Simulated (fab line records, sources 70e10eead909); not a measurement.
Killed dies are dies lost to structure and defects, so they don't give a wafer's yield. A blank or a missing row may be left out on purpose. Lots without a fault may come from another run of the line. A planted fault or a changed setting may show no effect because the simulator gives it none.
Chamber matching | flow nand_harc | NHARC_P_GATE_ETCH_32 on rie_si-06: 4 sister chambers
The step etches the open film in HBr/Cl2, target depth 150 nm, time 100.1 s. 4 wafers are shown with their chamber, then 8 later ones without.

WAFERS WITH THEIR CHAMBER
wafer  | chamber | drypump_motor_current_A (A)
L085.2 | 3       | 4.9
L086.1 | 1       | 6.5
L086.6 | 0       | 5.6
L090.2 | 2       | 5.5

WAFERS WITHOUT THEIR CHAMBER
wafer  | drypump_motor_current_A (A)
L090.3 | 5.0
L090.6 | 6.5
L092.3 | 6.5
L092.5 | 5.0
L092.6 | 5.5
L093.2 | 6.5
L093.4 | 4.9
L093.5 | 6.5

WHICH CHAMBER EACH WENT THROUGH
wafer  | from the rows above | in truth
L090.3 | 3                   | 3
L090.6 | 1                   | 1
L092.3 | 1                   | 1
L092.5 | 3                   | 3
L092.6 | 2                   | 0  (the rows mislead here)
L093.2 | 1                   | 1
L093.4 | 3                   | 3
L093.5 | 1                   | 1
Placed correctly: 7 of 8. Can't be placed from these rows: 0. Placed wrongly: 1.
How it was worked out, from the rows above alone: a wafer's distance from a chamber is the root of the sum, over the readings, of the square of ((its reading less the chamber's mean) divided by the reading's scatter). The wafer belongs to the nearest chamber; if the next one is less than 2 further off, it can't be placed. A chamber's mean is the mean of its shown wafers. The scatter: with one shown wafer a chamber, the root of the mean of the squares of how far each hidden wafer lies from its nearest shown one.
